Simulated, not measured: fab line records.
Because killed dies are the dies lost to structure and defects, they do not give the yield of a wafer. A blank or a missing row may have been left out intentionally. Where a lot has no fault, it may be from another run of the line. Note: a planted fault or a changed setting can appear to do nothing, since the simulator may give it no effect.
fab line records -- flow nand-harc
record: lots: 13, wafers: 39, last-day: 33
route steps=1302 shown A_BONDPAD@1232 THIN_TSV@1279 END@1302
lots that met no fault: from a run of the same line without faults
start-h: hours from the record's opening day to when the first of the lot's shown wafers began -- wait-h: hours from the lot's prior step to this one -- " as in the row above -- L1.1+2: a row that stands for several wafers -- - either no value or no given start -- * or withheld: withheld -- < > ~ a bound
route shown NAME@n: a module of which the file shows steps, and the number in the route of the first -- usual: mean and standard deviation over wafers with no fault -- same: alike in all rows -- chamber/n: place in a boat -- sites: readings site by site -- _std_site: their standard deviation -- _edge_site: mean of outer sites minus mean of inner sites -- radius-mm: how far each site lies from the wafer's centre -- mask NAME#n: copy n -- behind: the most recent tool/chamber to have shaped the wafer -- hold: why the lot went on hold/how many hours it stayed there/how the hold came to an end -- device: names the non-switching transistor (n, p or np) -- end of line: tests of these same wafers at the route's end -- a step with no rows: only its recipe -- killed: at the first sort, the dies lost to defects and structure; wafer yield is something else -- map: shows each die of a wafer: x if killed, . if not, _ if none is there
set.NAME: the setting as run; set.NAME@STEP: as run at that earlier step -- model.NAME: the simulator's own value behind a step, which no gauge read
route steps across a sampled set of lots; one table per step, one row per wafer
services: from which hour (start-h, from the record's first day; less than 0 if before it) a tool's chamber was out of use, for how many hours, and why
== steps ==
step: NHARC_A_BONDPAD_THK_MEAS_20
recipe: thk-meas-gauge: xrf
usual: thk-nm: 169.5/1.4
lot.wafer,tool,chamber,start-h,wait-h,thk-nm
L350.3,film-metro-01,-,606.03,-,169.2
L350.4,film-metro-01,-,606.03,-,171.8
L350.5,film-metro-01,-,606.03,-,171.1
L352.2,film-metro-01,-,633.13,-,170.7
L352.4,film-metro-01,-,633.13,-,168.3
L352.6,film-metro-01,-,633.13,-,169.5
L351.3,film-metro-02,-,645.02,-,171.8
L351.4,film-metro-02,-,645.02,-,170.0
L351.6,film-metro-02,-,645.02,-,169.5
L354.1,film-metro-02,-,653.34,-,170.0
L354.2,film-metro-02,-,653.34,-,168.6
L354.4,film-metro-02,-,653.34,-,167.3
L358.3,film-metro-01,-,685.12,-,168.0
L358.4,film-metro-01,-,685.12,-,170.3
L358.6,film-metro-01,-,685.12,-,172.1
L359.1,film-metro-02,-,685.43,-,169.5
L359.2,film-metro-02,-,685.43,-,168.4
L359.4,film-metro-02,-,685.43,-,171.1
L357.1,film-metro-01,-,690.97,-,167.8
L357.3,film-metro-01,-,690.97,-,169.9
L357.5,film-metro-01,-,690.97,-,170.8
L360.1,film-metro-02,-,712.81,-,169.9
L360.3,film-metro-02,-,712.81,-,168.9
L360.5,film-metro-02,-,712.81,-,168.5
L361.4,film-metro-01,-,725.66,-,170.6
L361.5,film-metro-01,-,725.66,-,170.4
L361.6,film-metro-01,-,725.66,-,170.1
L362.1,film-metro-02,-,726.87,-,169.5
L362.2,film-metro-02,-,726.87,-,168.0
L362.3,film-metro-02,-,726.87,-,171.9
L363.1,film-metro-02,-,740.93,-,167.8
L363.4,film-metro-02,-,740.93,-,171.0
L363.6,film-metro-02,-,740.93,-,171.3
L364.2,film-metro-02,-,759.97,-,168.8
L364.5,film-metro-02,-,759.97,-,168.4
L364.6,film-metro-02,-,759.97,-,168.3
L365.2,film-metro-02,-,761.09,-,168.9
L365.3,film-metro-02,-,761.09,-,170.2
L365.5,film-metro-02,-,761.09,-,167.9
step: NHARC_A_BONDPAD_INSPECT_23
usual: raw-defect-count: 560/140
lot.wafer,tool,chamber,start-h,wait-h,raw-defect-count
L350.3,defect-inspect-02,-,606.29,0.0,438
L350.4,defect-inspect-02,-,606.29,0.0,444
L350.5,defect-inspect-02,-,606.29,0.0,481
L352.2,defect-inspect-02,-,633.34,0.0,714
L352.4,defect-inspect-02,-,633.34,0.0,493
L352.6,defect-inspect-02,-,633.34,0.0,582
L351.3,defect-inspect-02,-,645.22,0.0,787
L351.4,defect-inspect-02,-,645.22,0.0,925
L351.6,defect-inspect-02,-,645.22,0.0,656
L354.1,defect-inspect-02,-,653.54,0.0,367
L354.2,defect-inspect-02,-,653.54,0.0,406
L354.4,defect-inspect-02,-,653.54,0.0,411
L358.3,defect-inspect-02,-,685.35,0.0,948
L358.4,defect-inspect-02,-,685.35,0.0,678
L358.6,defect-inspect-02,-,685.35,0.0,727
L359.1,defect-inspect-01,-,685.64,0.0,399
L359.2,defect-inspect-01,-,685.64,0.0,707
L359.4,defect-inspect-01,-,685.64,0.0,711
L357.1,defect-inspect-01,-,691.20,0.0,458
L357.3,defect-inspect-01,-,691.20,0.0,380
L357.5,defect-inspect-01,-,691.20,0.0,440
L360.1,defect-inspect-02,-,713.03,0.0,523
L360.3,defect-inspect-02,-,713.03,0.0,690
L360.5,defect-inspect-02,-,713.03,0.0,499
L361.4,defect-inspect-01,-,725.86,0.0,555
L361.5,defect-inspect-01,-,725.86,0.0,464
L361.6,defect-inspect-01,-,725.86,0.0,530
L362.1,defect-inspect-01,-,727.09,0.0,565
L362.2,defect-inspect-01,-,727.09,0.0,543
L362.3,defect-inspect-01,-,727.09,0.0,550
L363.1,defect-inspect-01,-,741.13,0.0,529
L363.4,defect-inspect-01,-,741.13,0.0,414
L363.6,defect-inspect-01,-,741.13,0.0,460
L364.2,defect-inspect-01,-,760.17,0.0,468
L364.5,defect-inspect-01,-,760.17,0.0,433
L364.6,defect-inspect-01,-,760.17,0.0,537
L365.2,defect-inspect-01,-,761.29,0.0,731
L365.3,defect-inspect-01,-,761.29,0.0,461
L365.5,defect-inspect-01,-,761.29,0.0,563
step: NHARC_THIN_TSV_DEGAS_53
recipe: temp-c: 300, time-s: 60
usual: heater-power-w: 461/51
lot.wafer,tool,chamber,start-h,wait-h,heater-power-w
L350.4,pvd-sputter-01,-,625.66,0.1,518
L350.3,pvd-sputter-01,-,625.66,0.1,339
L350.5,pvd-sputter-01,-,625.66,0.1,504
L352.2,pvd-sputter-02,-,650.65,0.1,506
L352.4,pvd-sputter-02,-,650.65,0.1,476
L352.6,pvd-sputter-02,-,650.65,0.1,456
L351.3,pvd-sputter-02,-,662.76,0.1,482
L351.4,pvd-sputter-02,-,662.76,0.1,466
L351.6,pvd-sputter-02,-,662.76,0.1,468
L354.1,pvd-sputter-01,-,676.75,0.1,484
L354.2,pvd-sputter-01,-,676.75,0.1,345
L354.4,pvd-sputter-01,-,676.75,0.1,499
L359.4,pvd-sputter-02,-,704.13,0.1,453
L359.2,pvd-sputter-02,-,704.13,0.1,503
L359.1,pvd-sputter-02,-,704.13,0.1,489
L358.4,pvd-sputter-01,-,704.86,0.1,487
L358.3,pvd-sputter-01,-,704.86,0.1,341
L358.6,pvd-sputter-01,-,704.86,0.1,485
L357.3,pvd-sputter-01,-,709.08,0.1,378
L357.1,pvd-sputter-01,-,709.08,0.1,491
L357.5,pvd-sputter-01,-,709.08,0.1,345
L360.1,pvd-sputter-02,-,730.36,0.1,507
L360.3,pvd-sputter-02,-,730.36,0.1,473
L360.5,pvd-sputter-02,-,730.36,0.1,490
L361.4,pvd-sputter-02,-,752.73,0.1,506
L361.6,pvd-sputter-02,-,752.73,0.1,489
L361.5,pvd-sputter-02,-,752.73,0.1,469
L362.2,pvd-sputter-01,-,753.31,0.1,379
L362.3,pvd-sputter-01,-,753.31,0.1,483
L362.1,pvd-sputter-01,-,753.31,0.1,344
L363.4,pvd-sputter-02,-,760.42,0.1,458
L363.1,pvd-sputter-02,-,760.42,0.1,471
L363.6,pvd-sputter-02,-,760.42,0.1,470
L365.3,pvd-sputter-03,-,778.09,0.1,517
L365.2,pvd-sputter-03,-,778.09,0.1,448
L365.5,pvd-sputter-03,-,778.09,0.1,462
L364.2,pvd-sputter-03,-,779.33,0.1,461
L364.5,pvd-sputter-03,-,779.33,0.1,518
L364.6,pvd-sputter-03,-,779.33,0.1,443
step: NHARC_THIN_TSV_ETCH_36
recipe: target-depth-a: 650, over-etch-frac: 0.3, time-s: 18.571, ion-energy-ev: 150, chemistry: Cl2/BCl3
usual: chamber-pressure-mTorr: 10.000/0.0095, drypump-motor-current-A: 5.6/0.46, oes-product-au: 1.001/0.0096
lot.wafer,tool,chamber,start-h,wait-h,chamber-pressure-mTorr,drypump-motor-current-A,oes-product-au,rf-hours-counter-h
L350.4,rie-metal-03,1,627.36,0.2,10.000,5.9,1.004,-
L350.3,rie-metal-03,0,627.36,0.2,10.017,4.8,0.999,-
L350.5,rie-metal-03,0,627.36,0.2,10.008,4.8,0.999,-
L352.2,rie-metal-01,1,652.31,0.2,-,-,-,-
L352.4,rie-metal-01,1,652.31,0.2,-,-,-,-
L352.6,rie-metal-01,1,652.31,0.2,-,-,-,-
L351.3,rie-metal-02,0,664.34,0.1,-,-,-,-
L351.4,rie-metal-02,1,664.34,0.1,-,-,-,-
L351.6,rie-metal-02,0,664.34,0.1,-,-,-,-
L354.1,rie-metal-03,1,678.45,0.2,-,-,-,-
L354.2,rie-metal-03,0,678.45,0.2,-,-,-,-
L354.4,rie-metal-03,0,678.45,0.2,-,-,-,-
L359.2,rie-metal-03,1,705.83,0.2,10.022,6.0,1.011,0.2
L359.1,rie-metal-03,0,705.83,0.2,10.012,4.8,1.009,0.2
L359.4,rie-metal-03,0,705.83,0.2,10.013,4.8,1.001,-
L358.3,rie-metal-02,1,706.64,0.2,9.992,6.2,0.990,-
L358.4,rie-metal-02,0,706.64,0.2,10.008,5.8,0.986,-
L358.6,rie-metal-02,0,706.64,0.2,10.014,5.7,0.980,-
L357.1,rie-metal-03,1,710.83,0.4,9.985,5.9,1.008,0.5
L357.3,rie-metal-03,1,710.83,0.4,9.989,6.0,1.012,-
L357.5,rie-metal-03,1,710.83,0.4,9.985,5.9,1.012,-
L360.1,rie-metal-02,0,731.94,0.2,9.989,5.7,1.003,1.5
L360.3,rie-metal-02,1,731.94,0.2,9.990,6.1,0.997,-
L360.5,rie-metal-02,1,731.94,0.2,9.999,6.2,1.006,-
L361.4,rie-metal-03,0,754.41,0.2,9.995,4.8,1.001,-
L361.5,rie-metal-03,1,754.41,0.2,9.992,5.9,1.012,-
L361.6,rie-metal-03,0,754.41,0.2,9.995,4.8,0.992,-
L362.1,rie-metal-02,1,755.00,0.2,10.010,6.1,0.987,2.0
L362.2,rie-metal-02,0,755.00,0.2,9.988,5.8,0.996,2.0
L362.3,rie-metal-02,1,755.00,0.2,10.001,6.1,0.997,-
L363.1,rie-metal-01,0,762.11,0.2,9.993,5.6,0.988,0.2
L363.4,rie-metal-01,1,762.11,0.2,10.003,5.4,1.014,-
L363.6,rie-metal-01,0,762.11,0.2,9.989,5.6,1.003,-
L365.2,rie-metal-01,0,779.78,0.2,10.004,5.6,1.002,0.4
L365.3,rie-metal-01,1,779.78,0.2,10.003,5.4,1.031,-
L365.5,rie-metal-01,0,779.78,0.2,10.002,5.6,1.001,-
L364.2,rie-metal-02,1,781.01,0.2,10.004,6.2,0.994,2.5
L364.6,rie-metal-02,1,781.01,0.2,9.997,6.2,0.991,-
L364.5,rie-metal-02,0,781.01,0.2,9.991,5.8,0.993,-
step: NHARC_END_SORT_01
recipe: temp-c: 25
usual: defect-limited-yield: 91/3, killed-at-array: 54/21, killed-at-other: 1.0/1.2, killed-at-periphery: 3.6/2.6, killed-dies: 58/20, killed-open: 3.3/1.9, killed-short: 2.6/1.5, sort_bin_2_pct: 3.1/1.4, sort_bin_3_pct: 0.6/0.37, sort_bin_4_pct: 4.9/1.6, sort-n-pass: 619/20, sort-rim-yield-pct: 91/4.3, sort-yield-pct: 91/3
same: gross-dies: 677, sort_bin_5_pct[%]: 0, sort_bin_6_pct[%]: 0, sort_bin_7_pct[%]: 0, sort_bin_8_pct[%]: 0, sort-rim-n-gross: 106.00
lot.wafer,tool,chamber,start-h,wait-h,defect-limited-yield[%],killed-at-array,killed-at-other,killed-at-periphery,killed-dies,killed-open,killed-short,sort_bin_2_pct[%],sort_bin_3_pct[%],sort_bin_4_pct[%],sort-n-pass,sort-rim-yield-pct[%],sort-yield-pct[%]
L352.2,prober-01,0,660.58,2.8,0,35,639,3,677,8,3,95.6,0.4,4.0,0,0,0
L352.4,prober-01,0,662.17,3.4,0,36,637,4,677,4,1,94.8,0.3,4.9,0,0,0
L352.6,prober-01,0,663.76,4.0,0,37,637,3,677,4,3,96.2,0.3,3.5,0,0,0
L351.3,prober-01,0,677.60,3.1,0,81,593,3,677,3,2,91.9,0.4,7.7,0,0,0
L351.4,prober-01,0,678.39,3.4,0,81,592,4,677,7,1,92.0,0.7,7.2,0,0,0
L351.6,prober-01,0,679.97,4.0,0,64,608,5,677,5,2,92.6,1.5,5.9,0,0,0
L354.1,prober-02,0,687.41,2.5,0,20,654,3,677,3,0,97.8,0.1,2.1,0,0,0
L354.2,prober-02,0,688.22,2.8,0,24,645,8,677,2,3,96.5,0.4,3.1,0,0,0
L354.4,prober-02,0,689.84,3.4,0,22,649,6,677,6,5,97.3,0.1,2.5,0,0,0
killed by level:class
L352.2 THIN_TSV:area-etch=637 A_CHANNEL_HOLE_D1:chamber-film-flake=10 A_CONTACT:chamber-film-flake=6 A_M0:geometric-particle:open=3 A_CHANNEL_HOLE_D2:unspecified=3 A_SLIT:chamber-film-flake=3 A_ONON_D2:geometric-particle:open=2 P_GATE:chamber-film-flake=2
L352.4 THIN_TSV:area-etch=635 A_CHANNEL_HOLE_D1:chamber-film-flake=13 A_CONTACT:chamber-film-flake=12 A_STAIRCASE:chamber-film-flake=2 THIN_TSV:chamber-film-flake=2 P_GATE:geometric-particle:open=1 P_M0:geometric-particle:open=1 A_DECK1_JOINT:geometric-particle:short=1
L352.6 THIN_TSV:area-etch=635 A_CHANNEL_HOLE_D1:chamber-film-flake=12 A_CONTACT:chamber-film-flake=6 A_STAIRCASE:chamber-film-flake=3 A_SLIT:chamber-film-flake=3 P_ZERO_WELL:chamber-film-flake=2 A_ZERO_WELL:chamber-film-flake=2 A_CHANNEL_HOLE_D2:chamber-film-flake=2
L351.3 THIN_TSV:area-etch=591 A_SLIT:chamber-film-flake=32 A_CHANNEL_HOLE_D1:chamber-film-flake=28 A_CHANNEL_HOLE_D2:chamber-film-flake=12 A_BLC:geometric-particle:open=2 P_ZERO_WELL:chamber-film-flake=2 A_STAIRCASE:chamber-film-flake=2 HYBRID_BOND:chamber-film-flake=2
L351.4 THIN_TSV:area-etch=591 A_CHANNEL_HOLE_D1:chamber-film-flake=33 A_SLIT:chamber-film-flake=18 A_CHANNEL_HOLE_D2:chamber-film-flake=15 A_CONTACT:chamber-film-flake=4 A_DECK1_JOINT:chamber-film-flake=3 A_M1:geometric-particle:open=2 A_M1:chamber-film-flake=2
L351.6 THIN_TSV:area-etch=607 A_CHANNEL_HOLE_D1:chamber-film-flake=28 A_SLIT:chamber-film-flake=15 A_CHANNEL_HOLE_D2:chamber-film-flake=6 P_ZERO_WELL:chamber-film-flake=3 A_DECK1_JOINT:chamber-film-flake=3 A_M1:chamber-film-flake=3 P_CONTACT:geometric-particle:open=2
L354.1 THIN_TSV:area-etch=654 A_STAIRCASE:chamber-film-flake=4 A_WL_FILL:chamber-film-flake=4 A_CHANNEL_HOLE_D1:chamber-film-flake=3 A_CHANNEL_FILL_D2:chamber-film-flake=3 P_STI:chamber-film-flake=2 P_M0:geometric-particle:open=1 A_WL_FILL:geometric-particle:open=1
L354.2 THIN_TSV:area-etch=644 P_GATE:chamber-film-flake=6 A_CHANNEL_HOLE_D1:chamber-film-flake=6 A_CONTACT:chamber-film-flake=3 P_STI:chamber-film-flake=2 A_CHANNEL_HOLE_D2:chamber-film-flake=2 A_CHANNEL_FILL_D2:chamber-film-flake=2 A_WL_FILL:chamber-film-flake=2
L354.4 THIN_TSV:area-etch=649 A_WL_FILL:chamber-film-flake=5 A_ONON_D2:geometric-particle:short=3 P_GATE:chamber-film-flake=3 A_CHANNEL_HOLE_D1:chamber-film-flake=3 A_SLIT:chamber-film-flake=3 P_CONTACT:geometric-particle:open=2 P_M1:geometric-particle:short=1
== services ==
tool,chamber,start-h,hours,kind
rie-metal-01,-,617.99,10.0,repair
rie-metal-02,-,631.00,9.0,pm
rie-metal-02,0,631.00,9.0,vent-cycle
rie-metal-02,1,631.00,9.0,vent-cycle
pvd-sputter-02,-,638.00,10.0,pm
rie-metal-02,0,640.00,-,clean
rie-metal-02,1,640.00,-,clean
rie-metal-03,0,672.35,2.1,repair
rie-metal-03,-,696.00,9.0,pm
rie-metal-03,0,696.00,9.0,vent-cycle
rie-metal-03,1,696.00,9.0,vent-cycle
pvd-sputter-03,-,704.09,10.0,pm
rie-metal-03,0,705.00,-,clean
rie-metal-03,1,705.00,-,clean
rie-metal-03,0,708.10,10.2,repair
pvd-sputter-02,-,708.94,1.9,repair
rie-metal-02,-,709.26,1.1,repair
pvd-sputter-02,-,739.53,3.7,repair
rie-metal-01,-,752.00,9.0,pm
rie-metal-01,0,752.00,9.0,vent-cycle
rie-metal-01,1,752.00,9.0,vent-cycle
pvd-sputter-01,-,760.06,10.0,pm
rie-metal-01,0,761.00,-,clean
rie-metal-01,1,761.00,-,clean
== key ==
first-sign: step: NHARC_THIN_TSV_ETCH_36, reading: tool-record, direction: missing
effect: step: NHARC_END_SORT_01, reading: killed-at-other, direction: up, sigmas: 99+, usual: 1.0, struck: 628.2
more-kills-born-at: NHARC_THIN_TSV_ETCH_36@rie-metal-03: 1947, NHARC_THIN_TSV_ETCH_36@rie-metal-01: 1907, NHARC_THIN_TSV_ETCH_36@rie-metal-02: 1789
met-at NHARC_THIN_TSV_ETCH_36
struck-lots L351,L352,L354
later-rows-left-out L351.3,L351.4,L351.6,L352.2,L352.4,L352.6,L354.1,L354.2,L354.4
not-acting-at NHARC_A_BONDPAD_THK_MEAS_20,NHARC_A_BONDPAD_INSPECT_23,NHARC_THIN_TSV_DEGAS_53
onset-between 627.36 652.31
fault: kind: skipped-step-whole, tool: rie-metal-01,rie-metal-02,rie-metal-03, chamber: -, onset-h: 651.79, steps: NHARC_THIN_TSV_ETCH_36, scope: struck-lots-only
later-rows-left-out: the simulator's readings of these wafers behind a module that went badly wrong aren't trusted and aren't shown, but for the sort
